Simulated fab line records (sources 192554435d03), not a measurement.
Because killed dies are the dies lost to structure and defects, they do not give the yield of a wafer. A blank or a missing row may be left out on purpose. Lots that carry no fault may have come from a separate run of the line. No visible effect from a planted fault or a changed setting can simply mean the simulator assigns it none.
fab line records || flow n5Finfet
[record] {"lots": 5, "wafers": 15, "lastDay": 15}
route steps=1938 shown BEOL_M0@741 BEOL_M1@751 BEOL_M4@1111
lots that met no fault: from a run of the same line without faults
startH: the number of hours between the record's first day and the start of the first shown wafer of the lot || waitH: hours elapsed since this lot's preceding step || " repeats the value in the row above || L1.1+2: a single row standing in for several wafers || - no value present, or no start provided || * or withheld: withheld || < > ~ a bound
route shown NAME@n: names a module that has steps shown in the file, with the first one's number in the route || usual: mean/standard deviation of fault-free wafers || same: alike in all rows || chamber/n: place in a boat || sites: the reading at each site || _std_site: standard deviation of those values || _edge_site: the outer-site mean with the inner-site mean subtracted || radiusMm: how far each site lies from the wafer's centre || mask NAME#n: copy n || behind: the most recent tool/chamber to have shaped the wafer || hold: the reason the lot was held/the length of the hold in hours/how it ended || device: the n, p or np transistor that did not switch || end of line: the same wafers' tests at the end of the route || where a step has no rows: the recipe by itself || killed: at the first sort, the dies lost to defects and structure; wafer yield is something else || map: the dies of a wafer, with x for killed, . for not killed, _ for no die there
set.NAME: the setting that was run; set.NAME@STEP: the one run at that earlier step || model.NAME: the simulator's own value behind a step, which no gauge read
lots seen at some steps along the route; tables by step, rows by wafer
services: when a tool's chamber went out of use (startH, in hours from the record's first day, below 0 if earlier), for how many hours, and the reason
[[steps]]
[step N5_BEOL_M0_ECD_118]
[recipe] {"material": "Cu", "targetThkA": 3000}
[step N5_BEOL_M0_ANNEAL_119]
[recipe] {"tempC": 225, "timeS": 90, "ambient": "N2"}
[step N5_BEOL_M0_CMP_120]
[recipe] {"stopOn": "SiOC", "tOverpolishS": 6.9, "downForcePsi": 1, "platenRpm": 50, "clearingPlatenDownForcePsi": 1.5, "clearingPlatenRpm": 50, "postCmpClean": "cuAlkaline", "clearingPlatenPadVelocityMS": 0.99484, "padVelocityMS": 0.99484}
[step N5_BEOL_M0_PRE_CLEAN_131]
[recipe] {"gas": "NH3/H2", "timeS": 15, "tempC": "*", "rfPowerW": 300}
[step N5_BEOL_M0_CO_CAP_123]
[recipe] {"material": "Co", "targetThkA": 20, "tempC": 200, "precursor": "CCTBA/H2", "pressureTorr": 30, "timeS": 102.1}
[step N5_BEOL_M0_PRE_CLEAN_124]
[recipe] {"gas": "NH3", "timeS": 15, "tempC": "withheld", "rfPowerW": 300}
[step N5_BEOL_M0_DEP_125]
[recipe] {"material": "SiCN", "targetThkA": 80, "tempC": "withheld", "precursor": "3MS/NH3", "pressureTorr": 3, "rfW": 202, "timeS": 14}
[step N5_BEOL_M1_ILD_DEP_00]
[recipe] {"material": "SiOC", "targetThkA": 790, "tempC": 350, "precursor": "DEMS/O2", "pressureTorr": 5, "rfW": 500, "timeS": 15.3}
[step N5_BEOL_M1_PECVD_72]
[recipe] {"material": "SiO2", "targetThkA": 160, "tempC": 400, "precursor": "TEOS/O2", "pressureTorr": 5.5, "rfW": 450, "teosFlowSccm": 53.8, "gas": "O2", "flowSccm": 3000, "timeS": 18}
[usual] {"heaterPowerW": "686/71", "showerheadPlenumPTorr": "8.83/0.038", "susceptorTempC": "400.03/0.2", "throttleValvePct": "22.3/0.83"}
{"lot.wafer": "L731.1", "tool": "pecvd-01", "chamber": 0, "startH": 131.34, "waitH": 0.0, "heaterPowerW": 638, "showerheadPlenumPTorr": 8.79, "susceptorTempC": 400.21, "throttleValvePct": 22.1, "model.SiO2_of_BEOL_M1_PECVD_72.thkNm": 16}
{"lot.wafer": "L731.2", "tool": "pecvd-01", "chamber": 0, "startH": 131.34, "waitH": 0.0, "heaterPowerW": 645, "showerheadPlenumPTorr": 8.80, "susceptorTempC": 400.48, "throttleValvePct": 22.0, "model.SiO2_of_BEOL_M1_PECVD_72.thkNm": 16.4}
{"lot.wafer": "L731.6", "tool": "pecvd-01", "chamber": 0, "startH": 131.34, "waitH": 0.0, "heaterPowerW": 650, "showerheadPlenumPTorr": 8.81, "susceptorTempC": 400.10, "throttleValvePct": 22.3, "model.SiO2_of_BEOL_M1_PECVD_72.thkNm": 16.4}
{"lot.wafer": "L738.2", "tool": "pecvd-01", "chamber": 0, "startH": 181.96, "waitH": 0.0, "heaterPowerW": 720, "showerheadPlenumPTorr": 8.79, "susceptorTempC": 400.51, "throttleValvePct": 22.3, "model.SiO2_of_BEOL_M1_PECVD_72.thkNm": 16.2}
{"lot.wafer": "L738.5", "tool": "pecvd-01", "chamber": 1, "startH": 181.96, "waitH": 0.0, "heaterPowerW": 687, "showerheadPlenumPTorr": 8.76, "susceptorTempC": 399.59, "throttleValvePct": 21.8, "model.SiO2_of_BEOL_M1_PECVD_72.thkNm": 21.8}
{"lot.wafer": "L738.6", "tool": "pecvd-01", "chamber": 2, "startH": 181.96, "waitH": 0.0, "heaterPowerW": 661, "showerheadPlenumPTorr": 8.87, "susceptorTempC": 400.08, "throttleValvePct": 20.9, "model.SiO2_of_BEOL_M1_PECVD_72.thkNm": 21.6}
{"lot.wafer": "L740.1", "tool": "pecvd-01", "chamber": 1, "startH": 193.98, "waitH": 0.0, "heaterPowerW": 650, "showerheadPlenumPTorr": 8.78, "susceptorTempC": 399.82, "throttleValvePct": 21.7, "model.SiO2_of_BEOL_M1_PECVD_72.thkNm": 16}
{"lot.wafer": "L740.4", "tool": "pecvd-01", "chamber": 0, "startH": 193.98, "waitH": 0.0, "heaterPowerW": 645, "showerheadPlenumPTorr": 8.79, "susceptorTempC": 399.71, "throttleValvePct": 22.2, "model.SiO2_of_BEOL_M1_PECVD_72.thkNm": 16.4}
{"lot.wafer": "L740.5", "tool": "pecvd-01", "chamber": 1, "startH": 193.98, "waitH": 0.0, "heaterPowerW": 650, "showerheadPlenumPTorr": 8.79, "susceptorTempC": 399.81, "throttleValvePct": 21.9, "model.SiO2_of_BEOL_M1_PECVD_72.thkNm": 22}
{"lot.wafer": "L741.1", "tool": "pecvd-01", "chamber": 0, "startH": 199.81, "waitH": 0.0, "heaterPowerW": 766, "showerheadPlenumPTorr": 8.80, "susceptorTempC": 399.99, "throttleValvePct": 22.2, "model.SiO2_of_BEOL_M1_PECVD_72.thkNm": 16.2}
{"lot.wafer": "L741.3", "tool": "pecvd-01", "chamber": 1, "startH": 199.81, "waitH": 0.0, "heaterPowerW": 664, "showerheadPlenumPTorr": 8.74, "susceptorTempC": 399.81, "throttleValvePct": 22.1, "model.SiO2_of_BEOL_M1_PECVD_72.thkNm": 15.8}
{"lot.wafer": "L741.6", "tool": "pecvd-01", "chamber": 1, "startH": 199.81, "waitH": 0.0, "heaterPowerW": 653, "showerheadPlenumPTorr": 8.75, "susceptorTempC": 400.24, "throttleValvePct": 21.6, "model.SiO2_of_BEOL_M1_PECVD_72.thkNm": 21.8}
{"lot.wafer": "L742.2", "tool": "pecvd-03", "chamber": 1, "startH": 203.86, "waitH": 0.0, "heaterPowerW": 675, "showerheadPlenumPTorr": 8.81, "susceptorTempC": 399.88, "throttleValvePct": 23.2, "model.SiO2_of_BEOL_M1_PECVD_72.thkNm": 16}
{"lot.wafer": "L742.3", "tool": "pecvd-03", "chamber": 0, "startH": 203.86, "waitH": 0.0, "heaterPowerW": 662, "showerheadPlenumPTorr": 8.84, "susceptorTempC": 399.99, "throttleValvePct": 23.3, "model.SiO2_of_BEOL_M1_PECVD_72.thkNm": 16}
{"lot.wafer": "L742.4", "tool": "pecvd-03", "chamber": 0, "startH": 203.86, "waitH": 0.0, "heaterPowerW": 660, "showerheadPlenumPTorr": 8.84, "susceptorTempC": 399.68, "throttleValvePct": 23.1, "model.SiO2_of_BEOL_M1_PECVD_72.thkNm": 16.2}
[step N5_BEOL_M1_HM_DEP_02]
[recipe] {"material": "TiN", "targetThkA": 200, "tempC": 25, "chamberPressurePa": 0.49996}
[step N5_BEOL_M1_COAT_61]
[recipe] {"resist": "SOC", "tempC": 250, "timeS": 60, "spinRpm": 1500, "resistThkNm": 60}
[step N5_BEOL_M1_COAT_62]
[recipe] {"resist": "SiARC", "tempC": 220, "timeS": 60, "spinRpm": 1500, "resistThkNm": 12}
[step N5_BEOL_M1_COAT_73]
[recipe] {"resist": "underlayer", "tempC": 205, "timeS": 60, "spinRpm": 1500, "resistThkNm": 5}
[step N5_BEOL_M1_COAT_05]
[recipe] {"resist": "CAR-EUV", "spinRpm": 1500, "resistThkNm": 30}
[step N5_BEOL_M1_EBR_07]
[recipe] {"solvent": "PGMEA", "ebrWidthMm": 1.5}
[step N5_BEOL_M1_SOFTBAKE_06]
[recipe] {"tempC": 110, "timeS": 60, "resist": "CAR-EUV"}
[step N5_BEOL_M1_EXPOSE_08]
[recipe] {"maskId": "M1", "na": 0.33, "sourceShape": "dipole", "sigmaInner": 0.369, "sigmaOuter": 0.767, "polarization": "unpolarized", "doseMj": 33}
[step N5_BEOL_M1_PEB_09]
[recipe] {"pebTempC": 100, "pebTimeS": 60, "resist": "CAR-EUV"}
[step N5_BEOL_M1_DEVELOP_10]
[recipe] {"developTimeS": 30, "developer": "TMAH", "resist": "CAR-EUV", "rinseLiquid": "surfactantRinse", "dry": "airSpin", "devTempC": 23}
[step N5_BEOL_M1_DESCUM_16]
[recipe] {"chemistry": "O2", "timeS": 7, "sourcePowerW": 50, "biasPowerW": 20, "pressureMtorr": 20, "rfFrequencyHz": 2.712e+07, "tempC": 40, "resist": "CAR-EUV", "o2FlowSccm": 225}
[step N5_BEOL_M1_ETCH_74]
[recipe] {"chemistry": "N2/H2", "target": "underlayer", "targetDepthA": 65, "maskMaterial": "CAR-EUV", "timeS": 5.2, "ionEnergyEv": 200, "pressureMtorr": 30, "sourceW": 840, "biasW": 150, "n2FlowSccm": 200, "h2FlowSccm": 200, "ends": "cleared"}
[step N5_BEOL_M1_ETCH_63]
[recipe] {"chemistry": "CF4", "target": "SiARC", "targetDepthA": 156, "maskMaterial": "CAR-EUV", "timeS": 26, "ionEnergyEv": 80, "pressureMtorr": 40, "sourceW": 545, "biasW": 36, "Ar_flow_sccm": 100, "cf4FlowSccm": 100, "ends": "cleared"}
[step N5_BEOL_M1_ETCH_64]
[recipe] {"chemistry": "N2/H2", "target": "SOC", "targetDepthA": 750, "overetchA": 150, "maskMaterial": "SiARC", "tempC": 40, "timeS": 112.5, "ionEnergyEv": 200, "pressureMtorr": 30, "sourceW": 840, "biasW": 150, "n2FlowSccm": 200, "h2FlowSccm": 200}
[step N5_BEOL_M1_STRIP_65]
[recipe] {"chemistry": "N2/H2", "tempC": 40, "n2FlowSccm": 200, "h2FlowSccm": 200, "rfFrequencyHz": 6e+07}
[step N5_BEOL_M1_STRIP_75]
[recipe] {"chemistry": "N2/H2", "tempC": 40, "n2FlowSccm": 200, "h2FlowSccm": 200, "rfFrequencyHz": 6e+07}
[step N5_BEOL_M1_STRIP_66]
[recipe] {"chemistry": "CF4", "resist": "SiARC", "powerW": 300, "biasPowerW": 75, "pressureMtorr": 50, "cf4FlowSccm": 150, "rfFrequencyHz": 6e+07}
[step N5_BEOL_M1_HM_OPEN_17]
[recipe] {"chemistry": "Cl2/BCl3", "targetDepthA": 200, "overetchA": 60, "target": "TiN", "maskMaterial": "SOC", "ionEnergyEv": 150, "pressureMtorr": 10, "icpW": 1000, "biasW": 126, "Cl2_flow_sccm": 53.25, "bcl3FlowSccm": 21.75, "Ar_flow_sccm": 25}
[step N5_BEOL_M1_STRIP_19]
[recipe] {"chemistry": "O2", "powerW": 400, "tempC": 40, "pressureMtorr": 30, "rfFrequencyHz": 6e+07, "biasPowerW": 0, "overashFraction": 0.2, "o2FlowSccm": 225}
[step N5_BEOL_M1_COAT_67]
[recipe] {"resist": "SOC", "tempC": 250, "timeS": 60, "spinRpm": 1500, "resistThkNm": 60}
[step N5_BEOL_M1_COAT_68]
[recipe] {"resist": "SiARC", "tempC": 220, "timeS": 60, "spinRpm": 1500, "resistThkNm": 12}
[step N5_BEOL_M1_COAT_76]
[recipe] {"resist": "underlayer", "tempC": 205, "timeS": 60, "spinRpm": 1500, "resistThkNm": 5}
[step N5_BEOL_M1_COAT_22]
[recipe] {"resist": "CAR-EUV", "spinRpm": 1500, "resistThkNm": 30}
[step N5_BEOL_M1_EBR_24]
[recipe] {"solvent": "PGMEA", "ebrWidthMm": 1.5}
[step N5_BEOL_M1_SOFTBAKE_23]
[recipe] {"tempC": 110, "timeS": 60, "resist": "CAR-EUV"}
[step N5_BEOL_M1_HM_STRIP_39]
[recipe] {"chemistry": "peroxideTinStrip", "material": "TiN", "targetDepthA": 250, "tempC": 50, "timeS": 158}
{"lot.wafer": "L731.1", "tool": "wetBench-01", "chamber": 0, "startH": 143.00, "waitH": 0.0, "model.SiO2_of_BEOL_M1_PECVD_72.thkNm": 16}
{"lot.wafer": "L731.2+6", "tool": "wetBench-01", "chamber": "1,6", "startH": 143.00, "waitH": 0.0, "model.SiO2_of_BEOL_M1_PECVD_72.thkNm": 16.2}
{"lot.wafer": "L738.2", "tool": "wetBench-04", "chamber": 2, "startH": 185.51, "waitH": 0.0, "model.SiO2_of_BEOL_M1_PECVD_72.thkNm": 16}
{"lot.wafer": "L738.5", "tool": "wetBench-04", "chamber": 3, "startH": 185.51, "waitH": 0.0, "model.SiO2_of_BEOL_M1_PECVD_72.thkNm": 21.6}
{"lot.wafer": "L738.6", "tool": "wetBench-04", "chamber": 1, "startH": 185.51, "waitH": 0.0, "model.SiO2_of_BEOL_M1_PECVD_72.thkNm": 21.4}
{"lot.wafer": "L740.1", "tool": "wetBench-04", "chamber": 0, "startH": 198.36, "waitH": 0.0, "model.SiO2_of_BEOL_M1_PECVD_72.thkNm": 16}
{"lot.wafer": "L740.4", "tool": "wetBench-04", "chamber": 7, "startH": 198.36, "waitH": 0.0, "model.SiO2_of_BEOL_M1_PECVD_72.thkNm": 16.4}
{"lot.wafer": "L740.5", "tool": "wetBench-04", "chamber": 6, "startH": 198.36, "waitH": 0.0, "model.SiO2_of_BEOL_M1_PECVD_72.thkNm": 21.8}
{"lot.wafer": "L741.1", "tool": "wetBench-01", "chamber": 6, "startH": 210.01, "waitH": 0.0, "model.SiO2_of_BEOL_M1_PECVD_72.thkNm": 16}
{"lot.wafer": "L741.3", "tool": "wetBench-01", "chamber": 1, "startH": 210.01, "waitH": 0.0, "model.SiO2_of_BEOL_M1_PECVD_72.thkNm": 15.8}
{"lot.wafer": "L741.6", "tool": "wetBench-01", "chamber": 5, "startH": 210.01, "waitH": 0.0, "model.SiO2_of_BEOL_M1_PECVD_72.thkNm": 21.6}
{"lot.wafer": "L742.2+3", "tool": "wetBench-06", "chamber": "4,2", "startH": 214.42, "waitH": 0.0, "model.SiO2_of_BEOL_M1_PECVD_72.thkNm": 15.8}
{"lot.wafer": "L742.4", "tool": "wetBench-06", "chamber": 7, "startH": 214.42, "waitH": 0.0, "model.SiO2_of_BEOL_M1_PECVD_72.thkNm": 16}
[step N5_BEOL_M1_CMP_52]
[recipe] {"stopOn": "SiOC", "tOverpolishS": 6.8, "downForcePsi": 1, "platenRpm": 50, "clearingPlatenDownForcePsi": 1.5, "clearingPlatenRpm": 50, "postCmpClean": "cuAlkaline", "targetThkNm": 40, "clearingPlatenPadVelocityMS": 0.99484, "padVelocityMS": 0.99484}
[usual] {"barrierFieldEndpointS": "24.8/0.88", "motorCurrentA": "6.2/0.52"}
{"lot.wafer": "L731.2", "tool": "cmp-04", "chamber": 0, "startH": 147.18, "waitH": 0.2, "barrierFieldEndpointS": 25.6, "motorCurrentA": 5.4}
{"lot.wafer": "L731.1", "tool": "cmp-04", "chamber": 1, "startH": 147.18, "waitH": 0.2, "barrierFieldEndpointS": 24.8, "motorCurrentA": 5.8}
{"lot.wafer": "L731.6", "tool": "cmp-04", "chamber": 0, "startH": 147.18, "waitH": 0.2, "barrierFieldEndpointS": 25.8, "motorCurrentA": 5.8}
{"lot.wafer": "L738.2", "tool": "cmp-01", "chamber": 1, "startH": 191.30, "waitH": 0.2, "barrierFieldEndpointS": 25.1, "motorCurrentA": 6.1}
{"lot.wafer": "L738.5", "tool": "cmp-01", "chamber": 0, "startH": 191.30, "waitH": 0.2, "barrierFieldEndpointS": 29.7, "motorCurrentA": 6.7}
{"lot.wafer": "L738.6", "tool": "cmp-01", "chamber": 1, "startH": 191.30, "waitH": 0.2, "barrierFieldEndpointS": 32.2, "motorCurrentA": 5.9}
{"lot.wafer": "L740.1", "tool": "cmp-01", "chamber": 3, "startH": 202.19, "waitH": 0.3, "barrierFieldEndpointS": 26.4, "motorCurrentA": 6.0}
{"lot.wafer": "L740.4", "tool": "cmp-01", "chamber": 2, "startH": 202.19, "waitH": 0.3, "barrierFieldEndpointS": 25.1, "motorCurrentA": 6.3}
{"lot.wafer": "L740.5", "tool": "cmp-01", "chamber": 3, "startH": 202.19, "waitH": 0.3, "barrierFieldEndpointS": 34.6, "motorCurrentA": 6.1}
{"lot.wafer": "L741.1", "tool": "cmp-01", "chamber": 2, "startH": 213.60, "waitH": 0.3, "barrierFieldEndpointS": 24.0, "motorCurrentA": 6.5}
{"lot.wafer": "L741.3", "tool": "cmp-01", "chamber": 0, "startH": 213.60, "waitH": 0.3, "barrierFieldEndpointS": 23.1, "motorCurrentA": 6.7}
{"lot.wafer": "L741.6", "tool": "cmp-01", "chamber": 2, "startH": 213.60, "waitH": 0.3, "barrierFieldEndpointS": 30.7, "motorCurrentA": 7.0}
{"lot.wafer": "L742.4", "tool": "cmp-04", "chamber": 2, "startH": 217.86, "waitH": 0.1, "barrierFieldEndpointS": 25.2, "motorCurrentA": 5.4}
{"lot.wafer": "L742.3", "tool": "cmp-04", "chamber": 3, "startH": 217.86, "waitH": 0.1, "barrierFieldEndpointS": 24.0, "motorCurrentA": 7.2}
{"lot.wafer": "L742.2", "tool": "cmp-04", "chamber": 0, "startH": 217.86, "waitH": 0.1, "barrierFieldEndpointS": 25.0, "motorCurrentA": 5.6}
[step N5_BEOL_M4_RC_MEAS_101]
[usual] {"DIBL_N": "36.9/2.1", "DIBL_P": "37.1/2.5", "IOFF_N": "0.17/0.039", "IOFF_P": "0.23/0.043", "ION_N": "673/15", "ION_P": "462/9.1", "SS_N": "71.8/0.69", "SS_P": "73.6/0.74", "VT_N": "250/3.6", "VT_P": "-249.7/2.9"}
{"lot.wafer": "L731.1", "tool": "prober-02", "chamber": 0, "startH": 180.91, "waitH": 0.0, "DIBL_N[mV/V]": 36.0, "DIBL_P[mV/V]": 36.5, "IOFF_N[nA/um]": 0.17, "IOFF_P[nA/um]": 0.22, "ION_N[uA/um]": 672, "ION_P[uA/um]": 467, "SS_N[mV/dec]": 72.1, "SS_P[mV/dec]": 72.5, "VT_N[mV]": 250, "VT_P[mV]": -250.1}
{"lot.wafer": "L731.2", "tool": "prober-02", "chamber": 0, "startH": 180.91, "waitH": 0.0, "DIBL_N[mV/V]": 34.6, "DIBL_P[mV/V]": 35.6, "IOFF_N[nA/um]": 0.14, "IOFF_P[nA/um]": 0.20, "ION_N[uA/um]": 663, "ION_P[uA/um]": 459, "SS_N[mV/dec]": 71.0, "SS_P[mV/dec]": 72.8, "VT_N[mV]": 253, "VT_P[mV]": -251.5}
{"lot.wafer": "L731.6", "tool": "prober-02", "chamber": 0, "startH": 180.91, "waitH": 0.0, "DIBL_N[mV/V]": 36.7, "DIBL_P[mV/V]": 38.2, "IOFF_N[nA/um]": 0.17, "IOFF_P[nA/um]": 0.23, "ION_N[uA/um]": 665, "ION_P[uA/um]": 460, "SS_N[mV/dec]": 72.5, "SS_P[mV/dec]": 73.6, "VT_N[mV]": 250, "VT_P[mV]": -249.4}
{"lot.wafer": "L738.2", "tool": "prober-01", "chamber": 0, "startH": 224.87, "waitH": 0.2, "DIBL_N[mV/V]": 36.7, "DIBL_P[mV/V]": 35.3, "IOFF_N[nA/um]": 0.14, "IOFF_P[nA/um]": 0.21, "ION_N[uA/um]": 675, "ION_P[uA/um]": 467, "SS_N[mV/dec]": 71.2, "SS_P[mV/dec]": 73.8, "VT_N[mV]": 256, "VT_P[mV]": -251.4}
{"lot.wafer": "L738.5", "tool": "prober-01", "chamber": 0, "startH": 224.87, "waitH": 0.2, "DIBL_N[mV/V]": 39.5, "DIBL_P[mV/V]": 38.2, "IOFF_N[nA/um]": 0.20, "IOFF_P[nA/um]": 0.27, "ION_N[uA/um]": 696, "ION_P[uA/um]": 471, "SS_N[mV/dec]": 72.6, "SS_P[mV/dec]": 74.0, "VT_N[mV]": 248, "VT_P[mV]": -247.0}
{"lot.wafer": "L738.6", "tool": "prober-01", "chamber": 0, "startH": 224.87, "waitH": 0.2, "DIBL_N[mV/V]": 38.9, "DIBL_P[mV/V]": 37.7, "IOFF_N[nA/um]": 0.18, "IOFF_P[nA/um]": 0.25, "ION_N[uA/um]": 657, "ION_P[uA/um]": 451, "SS_N[mV/dec]": 72.2, "SS_P[mV/dec]": 74.4, "VT_N[mV]": 250, "VT_P[mV]": -247.9}
{"lot.wafer": "L740.1", "tool": "prober-01", "chamber": 0, "startH": 241.76, "waitH": 0.0, "DIBL_N[mV/V]": 37.3, "DIBL_P[mV/V]": 37.2, "IOFF_N[nA/um]": 0.17, "IOFF_P[nA/um]": 0.24, "ION_N[uA/um]": 664, "ION_P[uA/um]": 458, "SS_N[mV/dec]": 72.1, "SS_P[mV/dec]": 73.9, "VT_N[mV]": 249, "VT_P[mV]": -249.1}
{"lot.wafer": "L740.4", "tool": "prober-01", "chamber": 0, "startH": 241.76, "waitH": 0.0, "DIBL_N[mV/V]": 36.7, "DIBL_P[mV/V]": 35.8, "IOFF_N[nA/um]": 0.16, "IOFF_P[nA/um]": 0.23, "ION_N[uA/um]": 668, "ION_P[uA/um]": 461, "SS_N[mV/dec]": 71.4, "SS_P[mV/dec]": 73.7, "VT_N[mV]": 253, "VT_P[mV]": -248.0}
{"lot.wafer": "L740.5", "tool": "prober-01", "chamber": 0, "startH": 241.76, "waitH": 0.0, "DIBL_N[mV/V]": 34.3, "DIBL_P[mV/V]": 33.6, "IOFF_N[nA/um]": 0.13, "IOFF_P[nA/um]": 0.18, "ION_N[uA/um]": 650, "ION_P[uA/um]": 452, "SS_N[mV/dec]": 71.6, "SS_P[mV/dec]": 73.0, "VT_N[mV]": 256, "VT_P[mV]": -253.1}
{"lot.wafer": "L741.1", "tool": "prober-02", "chamber": 0, "startH": 242.29, "waitH": 0.0, "DIBL_N[mV/V]": 34.7, "DIBL_P[mV/V]": 36.9, "IOFF_N[nA/um]": 0.15, "IOFF_P[nA/um]": 0.22, "ION_N[uA/um]": 672, "ION_P[uA/um]": 462, "SS_N[mV/dec]": 71.4, "SS_P[mV/dec]": 73.3, "VT_N[mV]": 252, "VT_P[mV]": -248.3}
{"lot.wafer": "L741.3", "tool": "prober-02", "chamber": 0, "startH": 242.29, "waitH": 0.0, "DIBL_N[mV/V]": 36.3, "DIBL_P[mV/V]": 38.0, "IOFF_N[nA/um]": 0.17, "IOFF_P[nA/um]": 0.25, "ION_N[uA/um]": 668, "ION_P[uA/um]": 461, "SS_N[mV/dec]": 72.2, "SS_P[mV/dec]": 73.6, "VT_N[mV]": 253, "VT_P[mV]": -250.1}
{"lot.wafer": "L741.6", "tool": "prober-02", "chamber": 0, "startH": 242.29, "waitH": 0.0, "DIBL_N[mV/V]": 32.3, "DIBL_P[mV/V]": 33.3, "IOFF_N[nA/um]": 0.12, "IOFF_P[nA/um]": 0.17, "ION_N[uA/um]": 649, "ION_P[uA/um]": 450, "SS_N[mV/dec]": 72.0, "SS_P[mV/dec]": 71.9, "VT_N[mV]": 255, "VT_P[mV]": -253.8}
{"lot.wafer": "L742.2", "tool": "prober-01", "chamber": 0, "startH": 251.01, "waitH": 0.2, "DIBL_N[mV/V]": 37.1, "DIBL_P[mV/V]": 36.0, "IOFF_N[nA/um]": 0.14, "IOFF_P[nA/um]": 0.19, "ION_N[uA/um]": 666, "ION_P[uA/um]": 459, "SS_N[mV/dec]": 71.9, "SS_P[mV/dec]": 73.2, "VT_N[mV]": 257, "VT_P[mV]": -253.7}
{"lot.wafer": "L742.3", "tool": "prober-01", "chamber": 0, "startH": 251.01, "waitH": 0.2, "DIBL_N[mV/V]": 38.0, "DIBL_P[mV/V]": 38.7, "IOFF_N[nA/um]": 0.16, "IOFF_P[nA/um]": 0.25, "ION_N[uA/um]": 665, "ION_P[uA/um]": 465, "SS_N[mV/dec]": 72.0, "SS_P[mV/dec]": 74.2, "VT_N[mV]": 252, "VT_P[mV]": -249.0}
{"lot.wafer": "L742.4", "tool": "prober-01", "chamber": 0, "startH": 251.01, "waitH": 0.2, "DIBL_N[mV/V]": 36.7, "DIBL_P[mV/V]": 35.0, "IOFF_N[nA/um]": 0.14, "IOFF_P[nA/um]": 0.18, "ION_N[uA/um]": 677, "ION_P[uA/um]": 461, "SS_N[mV/dec]": 71.5, "SS_P[mV/dec]": 72.9, "VT_N[mV]": 252, "VT_P[mV]": -251.7}
[[services]]
{"tool": "pecvd-03", "chamber": 0, "startH": 121.53, "hours": 5.5, "kind": "scheduledDown"}
{"tool": "pecvd-03", "chamber": 0, "startH": 147.55, "hours": 3.9, "kind": "repair"}
{"tool": "cmp-01", "chamber": "-", "startH": 153.97, "hours": 4.1, "kind": "pm"}
{"tool": "cmp-04", "chamber": "-", "startH": 172.72, "hours": 1.8, "kind": "repair"}
{"tool": "pecvd-03", "chamber": 1, "startH": 189.52, "hours": 2.1, "kind": "scheduledDown"}
{"tool": "pecvd-03", "chamber": "-", "startH": 205.77, "hours": 3.3, "kind": "repair"}
[[key]]
[firstSign] {"step": "N5_BEOL_M1_CMP_52", "reading": "barrierFieldEndpointS", "direction": "up", "sigmas": 7.9, "usual": 24.8, "struck": 31.8}
effect none on later readings
[modelEffect] {"step": "N5_BEOL_M1_PECVD_72", "value": "SiO2_of_BEOL_M1_PECVD_72.thkNm", "without": 16.2, "struck": 21.8}
[modelEffect] {"step": "N5_BEOL_M1_HM_STRIP_39", "value": "SiO2_of_BEOL_M1_PECVD_72.thkNm", "without": 16, "struck": 21.6}
metAt N5_BEOL_M1_PECVD_72
struckWafers L738.5,L738.6,L740.5,L741.6
onsetBetween 131.34 181.96
[fault] {"kind": "processParameterDrift", "tool": "pecvd-01", "chamber": "-", "onsetH": 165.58, "steps": "N5_BEOL_M1_PECVD_72", "channel": "timeS", "offset": "*", "shape": "step", "endH": 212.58, "scope": "struckWafersOnly", "actsIn": "*", "stated": "*"}
